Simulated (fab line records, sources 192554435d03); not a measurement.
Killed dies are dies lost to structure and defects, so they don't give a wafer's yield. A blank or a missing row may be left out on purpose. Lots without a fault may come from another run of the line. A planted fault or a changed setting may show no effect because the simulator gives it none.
Which tool did it? | flow n5_finfet | 6 lots, 18 wafers sampled, at 3 steps of a route of 1938

WHAT THE GAUGES READ, wafer by wafer
N5_PASSIVATION_CD_MEAS_10: target cd 3000 nm.
lot  | measured     | on        | cd_nm (nm)
L207 | day 13 04:41 | cd_sem-03 | 2997.4 2998.6 2995.3
L214 | day 14 13:05 | cd_sem-02 | 2996.6 3004.1 2999.5
L211 | day 14 18:36 | cd_sem-03 | 3001.6 3000.3 3001.2
L220 | day 16 18:13 | cd_sem-01 | 3001.2 3001.8 3000.1
L224 | day 17 02:32 | cd_sem-02 | 3001.7 3003.7 3002.5
L227 | day 18 08:23 | cd_sem-02 | 2997.0 2997.8 2998.8

WHICH TOOL RAN EACH LOT (tool, then ch and the chambers of the sampled wafers, then the start)
lot  | N5_BEOL_M11_PRE_CLEAN_45     | N5_MIM_TOP_ALD_01
L207 | pvd_sputter-03, day 11 10:51 | ald_hk-03 ch 0,2, day 13 04:41 or earlier
L214 | pvd_sputter-01, day 13 00:02 | ald_hk-03 ch 2,3, day 14 13:05 or earlier
L211 | pvd_sputter-01, day 13 05:01 | ald_hk-03 ch 0,1,3, day 14 18:36 or earlier
L220 | pvd_sputter-02, day 15 01:05 | ald_hk-01 ch 0,1,3, day 16 18:13 or earlier
L224 | pvd_sputter-01, day 15 13:59 | ald_hk-03 ch 0,1,2, day 17 02:32 or earlier
L227 | pvd_sputter-03, day 16 18:16 | ald_hk-02 ch 0,1,3, day 18 08:23 or earlier
- N5_BEOL_M11_PRE_CLEAN_45: time 30 s.
- N5_MIM_TOP_ALD_01: deposits HfO2, target thk 5.6 nm, pulse time 1 s, purge time 3 s.

THE ANSWER, worked out from the rows above alone
Rule: what is usual is taken from the lots themselves. Put in order of their means at a reading, lots are off if they are a third of the lots or fewer, leave a main group of 4 or more, and stand apart from it by a gap of 3 or more times the standard deviation of the main group's means; of several such gaps the widest counts. A main group whose means are all the same, to the digits that the tables above print for the reading, isn't used. A lot without any number at a reading at which 4 lots or more have one is off too. The other lots that the step has rows for count as sound.
No lot is off at any reading shown: from this, nothing can be told.

WHAT THE SIMULATOR HAD PUT IN
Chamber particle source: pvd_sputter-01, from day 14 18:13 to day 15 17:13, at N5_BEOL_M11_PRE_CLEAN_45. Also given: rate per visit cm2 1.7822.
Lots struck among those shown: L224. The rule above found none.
